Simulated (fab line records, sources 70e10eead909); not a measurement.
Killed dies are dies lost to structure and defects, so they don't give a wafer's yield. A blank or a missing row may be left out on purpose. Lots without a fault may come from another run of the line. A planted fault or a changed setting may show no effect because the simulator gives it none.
Chamber matching | flow nand_harc | NHARC_A_CHANNEL_HOLE_D2_DESCUM_15 on rie_diel-02: 4 sister chambers
The step chemistry O2, time 3 s. 8 wafers are shown with their chamber, then 6 later ones without.

WAFERS WITH THEIR CHAMBER
wafer  | chamber | rf_vpp_V (V) | throttle_valve_pct (%)
L537.1 | 2       | 58.5         | 11.320
L537.3 | 0       | 58.8         | 11.318
L541.1 | 3       | 55.4         | 11.322
L541.4 | 1       | 57.5         | 11.324
L541.6 | 2       | 57.1         | 11.314
L543.3 | 0       | 58.5         | 11.295
L543.4 | 3       | 56.4         | 11.310
L543.5 | 1       | 58.4         | 11.312

WAFERS WITHOUT THEIR CHAMBER
wafer  | rf_vpp_V (V) | throttle_valve_pct (%)
L544.3 | 57.6         | 11.305
L544.4 | 57.8         | 11.321
L544.5 | 57.6         | 11.309
L546.2 | 58.0         | 11.324
L546.3 | 58.4         | 11.326
L546.6 | 58.3         | 11.308

WHICH CHAMBER EACH WENT THROUGH
wafer  | from the rows above               | in truth
L544.3 | can't be placed: 2 or 1 or 0 or 3 | 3
L544.4 | can't be placed: 1 or 2 or 0      | 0
L544.5 | can't be placed: 2 or 1 or 0 or 3 | 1
L546.2 | can't be placed: 1 or 2 or 0      | 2
L546.3 | can't be placed: 1 or 2 or 0      | 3
L546.6 | can't be placed: 0 or 1 or 2      | 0
Placed correctly: 0 of 6. Can't be placed from these rows: 6 (the true chamber is among the candidates in 5). Placed wrongly: 0.
How it was worked out, from the rows above alone: a wafer's distance from a chamber is the root of the sum, over the readings, of the square of ((its reading less the chamber's mean) divided by the reading's scatter). The wafer belongs to the nearest chamber; if the next one is less than 2 further off, it can't be placed. A chamber's mean is the mean of its shown wafers. The scatter: the root of (the sum of the squares of (reading less its chamber's mean) over the shown wafers, divided by (wafers less chambers)).
